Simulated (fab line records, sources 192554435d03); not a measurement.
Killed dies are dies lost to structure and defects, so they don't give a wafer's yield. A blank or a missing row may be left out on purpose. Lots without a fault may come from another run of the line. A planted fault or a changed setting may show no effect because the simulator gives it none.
Chamber matching | flow n5_finfet | N5_BEOL_M10_DEP_56 on pecvd-03: 3 sister chambers
The step deposits SiCN from 3MS/NH3, target thk 15 nm, time 26.5 s. 6 wafers are shown with their chamber, then 9 later ones without.

WAFERS WITH THEIR CHAMBER
wafer  | chamber | showerhead_vpp_V (V) | throttle_valve_pct (%)
L091.5 | 1       | 857                  | 9.3
L090.4 | 2       | 912                  | 8.9
L090.5 | 1       | 835                  | 9.6
L092.2 | 0       | 843                  | 9.2
L092.4 | 0       | 844                  | 9.4
L092.5 | 2       | 903                  | 8.7

WAFERS WITHOUT THEIR CHAMBER
wafer  | showerhead_vpp_V (V) | throttle_valve_pct (%)
L094.2 | 900                  | 8.9
L094.4 | 843                  | 9.4
L094.6 | 898                  | 8.7
L096.2 | 837                  | 9.6
L096.4 | 838                  | 9.0
L096.6 | 903                  | 9.0
L097.2 | 819                  | 9.7
L097.3 | 896                  | 8.8
L097.4 | 835                  | 9.8

WHICH CHAMBER EACH WENT THROUGH
wafer  | from the rows above     | in truth
L094.2 | 2                       | 2
L094.4 | can't be placed: 1 or 0 | 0
L094.6 | 2                       | 2
L096.2 | can't be placed: 1 or 0 | 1
L096.4 | can't be placed: 0 or 1 | 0
L096.6 | 2                       | 2
L097.2 | can't be placed: 1 or 0 | 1
L097.3 | 2                       | 2
L097.4 | can't be placed: 1 or 0 | 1
Placed correctly: 4 of 9. Can't be placed from these rows: 5 (the true chamber is among the candidates in 5). Placed wrongly: 0.
How it was worked out, from the rows above alone: a wafer's distance from a chamber is the root of the sum, over the readings, of the square of ((its reading less the chamber's mean) divided by the reading's scatter). The wafer belongs to the nearest chamber; if the next one is less than 2 further off, it can't be placed. A chamber's mean is the mean of its shown wafers. The scatter: the root of (the sum of the squares of (reading less its chamber's mean) over the shown wafers, divided by (wafers less chambers)).
